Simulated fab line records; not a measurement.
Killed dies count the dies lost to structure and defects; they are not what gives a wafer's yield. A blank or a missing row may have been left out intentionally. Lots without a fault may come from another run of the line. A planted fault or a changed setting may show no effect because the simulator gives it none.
What tool caused it? | flow nand-harc | Sampling: 12 lots, 36 wafers, 5 of 1159 route steps

WHAT THE GAUGES SHOWED, per wafer
NHARC_END_SORT_01.
lot  | measured     | on        | killed-at-array | killed-at-other | killed-at-periphery | killed-dies | killed-open | killed-short
L839 | day 19 01:39 | prober-02 | 20 21 12        | 1 0 1           | 3 1 2               | 24 22 15    | 3 2 2       | 2 1 2
L842 | day 20 03:01 | prober-02 | 38 23 37        | 2 2 1           | 8 7 3               | 48 32 41    | 5 1 3       | 3 2 3
L843 | day 20 15:55 | prober-01 | 20 8 16         | 1 0 0           | 2 3 5               | 23 11 21    | 1 1 5       | 3 1 1
L844 | day 20 15:53 | prober-02 | 25 20 16        | 0 0 0           | 6 4 8               | 31 24 24    | 4 1 3       | 6 0 0
L849 | day 21 17:41 | prober-01 | 23 15 14        | 1 0 0           | 2 7 5               | 26 22 19    | 1 3 3       | 1 2 1
L857 | day 23 00:50 | prober-01 | 22 19 31        | 0 0 0           | 2 4 4               | 24 23 35    | 3 3 2       | 0 1 6
L855 | day 23 08:25 | prober-02 | 43 33 40        | 1 2 0           | 3 3 1               | 47 38 41    | 1 3 3       | 2 0 3
L858 | day 23 21:59 | prober-01 | 41 27 36        | 0 1 1           | 1 2 1               | 42 30 38    | 6 3 4       | 1 1 1
L859 | day 23 18:33 | prober-02 | 32 33 32        | 0 0 0           | 5 4 5               | 37 37 37    | 1 8 5       | 5 3 2
L861 | day 24 13:57 | prober-02 | 42 43 33        | 1 0 1           | 2 2 2               | 45 45 36    | 4 2 2       | 1 5 1
L860 | day 24 23:52 | prober-02 | 22 34 20        | 0 1 1           | 0 1 1               | 22 36 22    | 3 1 3       | 2 1 4
L862 | day 24 17:28 | prober-01 | 42 34 30        | 0 0 0           | 1 2 4               | 43 36 34    | 5 3 3       | 2 4 2

WHAT TOOL EACH LOT RAN ON (gives the tool, then ch and the chambers of the sampled wafers, and finally the start)
lot  | NHARC_A_STAIRCASE_ETCH_234                    | NHARC_A_STAIRCASE_ETCH_292         | NHARC_A_STAIRCASE_DEP_301       | NHARC_A_STAIRCASE_HM_OPEN_463
L839 | rie-diel-11 ch 0,1,2, day 11 07:58 or earlier | rie-diel-03 ch 1,2,3, day 11 07:58 | pecvd-03 ch 0,1,2, day 11 12:28 | rie-diel-02 ch 0,1,2, day 19 01:39 or earlier
L842 | rie-diel-02 ch 0,1,2, day 12 00:41 or earlier | rie-diel-02 ch 2,3, day 12 00:41   | pecvd-04 ch 0,1, day 12 04:57   | rie-diel-11 ch 1,2,3, day 20 03:01 or earlier
L843 | rie-diel-03 ch 0,2,3, day 12 12:15 or earlier | rie-diel-02 ch 0,2, day 12 12:15   | pecvd-04 ch 1,2, day 12 16:55   | rie-diel-03 ch 2,3, day 20 15:55 or earlier
L844 | rie-diel-02 ch 0,1,2, day 12 12:33 or earlier | rie-diel-11 ch 0,1, day 12 12:33   | pecvd-03 ch 0,1,2, day 12 17:27 | rie-diel-03 ch 0,1,2, day 20 15:53 or earlier
L849 | rie-diel-11 ch 0,2, day 13 17:13 or earlier   | rie-diel-03 ch 0,2, day 13 17:13   | pecvd-04 ch 0,1, day 14 04:39   | rie-diel-03 ch 0,1, day 21 17:41 or earlier
L857 | rie-diel-02 ch 0,1,3, day 15 11:53 or earlier | rie-diel-03 ch 1,2,3, day 15 11:53 | pecvd-02 ch 0,1,2, day 15 16:30 | rie-diel-11 ch 0,1,3, day 23 00:50 or earlier
L855 | rie-diel-11 ch 1,3, day 15 12:11 or earlier   | rie-diel-03 ch 0,2, day 15 12:11   | pecvd-03 ch 0,1,2, day 15 18:26 | rie-diel-11 ch 0,2,3, day 23 08:25 or earlier
L858 | rie-diel-11 ch 0,1,2, day 16 02:11 or earlier | rie-diel-11 ch 0,2, day 16 02:11   | pecvd-03 ch 0,2, day 16 07:47   | rie-diel-02 ch 0,1,3, day 23 21:59 or earlier
L859 | rie-diel-02 ch 0,3, day 16 03:29 or earlier   | rie-diel-02 ch 0,2,3, day 16 03:29 | pecvd-03 ch 0,1,2, day 16 09:39 | rie-diel-02 ch 0,2,3, day 23 18:33 or earlier
L861 | rie-diel-02 ch 0,2,3, day 16 20:32 or earlier | rie-diel-02 ch 0,1,3, day 16 20:32 | pecvd-02 ch 0,1,2, day 17 02:46 | rie-diel-03 ch 1,2, day 24 13:57 or earlier
L860 | rie-diel-03 ch 0,3, day 16 22:30 or earlier   | rie-diel-03 ch 0,1,2, day 16 22:30 | pecvd-03 ch 0,1, day 17 03:09   | rie-diel-11 ch 0,2, day 24 23:52 or earlier
L862 | rie-diel-03 ch 1,2,3, day 17 02:00 or earlier | rie-diel-02 ch 0,1,3, day 17 02:00 | pecvd-03 ch 0,1,2, day 17 06:17 | rie-diel-02 ch 1,3, day 24 17:28 or earlier
- NHARC_A_STAIRCASE_ETCH_234: etches the open film in C4F8/O2, target depth 100 nm, time 40.5 s.
- NHARC_A_STAIRCASE_ETCH_292: etches the open film in CF4/CHF3.
- NHARC_A_STAIRCASE_DEP_301: deposits SiON, target thk 30 nm.
- NHARC_A_STAIRCASE_HM_OPEN_463: chemistry O2/COS.

WHAT THE TOOLS THEMSELVES READ (means of the sampled wafers that have a number; where no wafer has one, the mark that the record gives instead)
NHARC_A_STAIRCASE_ETCH_234.
lot  | tool        | oes-product-au (a.u.) | rf-vpp-V (V)
L839 | rie-diel-11 | 0.957                 | 895
L842 | rie-diel-02 | 0.936                 | 901
L843 | rie-diel-03 | 0.945                 | 899
L844 | rie-diel-02 | 0.927                 | 902
L849 | rie-diel-11 | 0.946                 | 899
L857 | rie-diel-02 | 0.944                 | 899
L855 | rie-diel-11 | 0.912                 | 889
L858 | rie-diel-11 | 0.939                 | 894
L859 | rie-diel-02 | 0.955                 | 900
L861 | rie-diel-02 | 0.938                 | 898
L860 | rie-diel-03 | 0.927                 | 898
L862 | rie-diel-03 | 0.948                 | 894

NHARC_A_STAIRCASE_ETCH_292.
lot  | tool        | drypump-motor-current-A (A) | oes-product-au (a.u.) | rf-vpp-V (V) | showerhead-plenum-p-Torr (Torr) | throttle-valve-pct (%)
L839 | rie-diel-03 | 5.4                         | 0.960                 | 369.8        | 1.57                            | 16.804
L842 | rie-diel-02 | 5.9                         | 0.978                 | 370.3        | 1.55                            | 16.799
L843 | rie-diel-02 | 5.5                         | 0.954                 | 373.7        | 1.66                            | 16.796
L844 | rie-diel-11 | 6.4                         | 0.912                 | 372.5        | 1.62                            | 16.804
L849 | rie-diel-03 | 5.6                         | 0.937                 | 373.7        | 1.68                            | 16.797
L857 | rie-diel-03 | 5.4                         | 0.935                 | 369.4        | 1.56                            | 16.801
L855 | rie-diel-03 | 5.6                         | 0.941                 | 373.2        | 1.67                            | 16.806
L858 | rie-diel-11 | 6.3                         | 0.929                 | 368.7        | 1.54                            | 16.809
L859 | rie-diel-02 | 5.7                         | 0.928                 | 371.7        | 1.60                            | 16.803
L861 | rie-diel-02 | 5.7                         | 0.959                 | 371.5        | 1.61                            | 16.797
L860 | rie-diel-03 | 5.5                         | 0.939                 | 372.2        | 1.62                            | 16.797
L862 | rie-diel-02 | 5.7                         | 0.970                 | 372.1        | 1.61                            | 16.801

NHARC_A_STAIRCASE_DEP_301.
lot  | tool     | heater-power-w (W) | rf-fwd-power-W (W) | showerhead-vpp-V (V)
L839 | pecvd-03 | 742                | 347.5              | 1121
L842 | pecvd-04 | 667                | 349.5              | 1115
L843 | pecvd-04 | 647                | 348.0              | 1137
L844 | pecvd-03 | 700                | 347.5              | 1114
L849 | pecvd-04 | 715                | 301.0              | 1031
L857 | pecvd-02 | 651                | 348.4              | 1153
L855 | pecvd-03 | 765                | 348.4              | 1119
L858 | pecvd-03 | 715                | 347.9              | 1165
L859 | pecvd-03 | 731                | 347.2              | 1127
L861 | pecvd-02 | 720                | 348.7              | 1158
L860 | pecvd-03 | 689                | 348.8              | 1086
L862 | pecvd-03 | 727                | 348.9              | 1128

NHARC_A_STAIRCASE_HM_OPEN_463.
lot  | tool        | cos-flow-sccm (sccm) | drypump-motor-current-A (A) | oes-product-au (a.u.) | rf-vpp-V (V) | showerhead-plenum-p-Torr (Torr) | throttle-valve-pct (%)
L839 | rie-diel-02 | 20.02                | 6.1                         | 0.992                 | 470          | 3.26                            | 28.336
L842 | rie-diel-11 | 20.05                | 5.6                         | 0.987                 | 463          | 2.94                            | 28.319
L843 | rie-diel-03 | 20.00                | 5.5                         | 0.995                 | 465          | 3.06                            | 28.330
L844 | rie-diel-03 | 19.97                | 5.5                         | 1.005                 | 469          | 3.23                            | 28.332
L849 | rie-diel-03 | 19.99                | 5.5                         | 1.007                 | 470          | 3.23                            | 28.334
L857 | rie-diel-11 | 19.96                | 5.9                         | 0.987                 | 467          | 3.07                            | 28.328
L855 | rie-diel-11 | 19.98                | 6.1                         | 0.991                 | 466          | 3.07                            | 28.333
L858 | rie-diel-02 | 20.01                | 5.7                         | 1.002                 | 468          | 3.19                            | 28.330
L859 | rie-diel-02 | 20.00                | 5.7                         | 1.008                 | 468          | 3.17                            | 28.334
L861 | rie-diel-03 | 19.90                | 5.4                         | 1.008                 | 470          | 3.22                            | 28.324
L860 | rie-diel-11 | 19.98                | 6.4                         | 0.996                 | 466          | 3.05                            | 28.329
L862 | rie-diel-02 | 20.02                | 6.2                         | 0.999                 | 467          | 3.15                            | 28.326

THE ANSWER, worked out from the rows above alone
Rule: usual is defined by the lots themselves. The widest of any qualifying gaps counts: lots, ordered by their means at a reading, are off when they make up no more than a third of the lots, leave a main group of 4 or more, and stand apart from it by 3 or more times the standard deviation of that group's means. Not used: any main group whose means are identical at the precision the tables above print for the reading. A lot without any number at a reading at which 4 lots or more have one is off too. The other lots that the step has rows for count as sound. After the gauges, taken in route order, come the tools' own readings; for these a lot's mean is taken, as printed above. The first step at which some lot is off is used, and at that step the reading that is off furthest; a lot without a number counts as furthest.
Off, at NHARC_A_STAIRCASE_DEP_301 on rf-fwd-power-W: L849. Main group: mean 348.3 W, sd 0.67.
A tool fits if, at that step or a process step before it, it ran every lot that is off, and no sound lot after the first of them. NHARC_A_STAIRCASE_ETCH_234: start missing for some lots; hours and lot order therefore follow NHARC_A_STAIRCASE_ETCH_292. One fits: pecvd-04 at NHARC_A_STAIRCASE_DEP_301. Its last sound lot is L843 (day 12 16:55), its first lot that is off L849 (day 14 04:39): a fault that began between those two fits.
The tool's own readings at NHARC_A_STAIRCASE_DEP_301 bear it out: on the lots that are off they differ by more than 5 times the standard deviation of the sound lots' means. rf-fwd-power-W reads 301.0 W there against 348.3 W on the sound lots.

WHAT THE SIMULATOR HAD INSERTED
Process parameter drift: pecvd-04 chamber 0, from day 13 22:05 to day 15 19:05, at NHARC_A_STAIRCASE_DEP_301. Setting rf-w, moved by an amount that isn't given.
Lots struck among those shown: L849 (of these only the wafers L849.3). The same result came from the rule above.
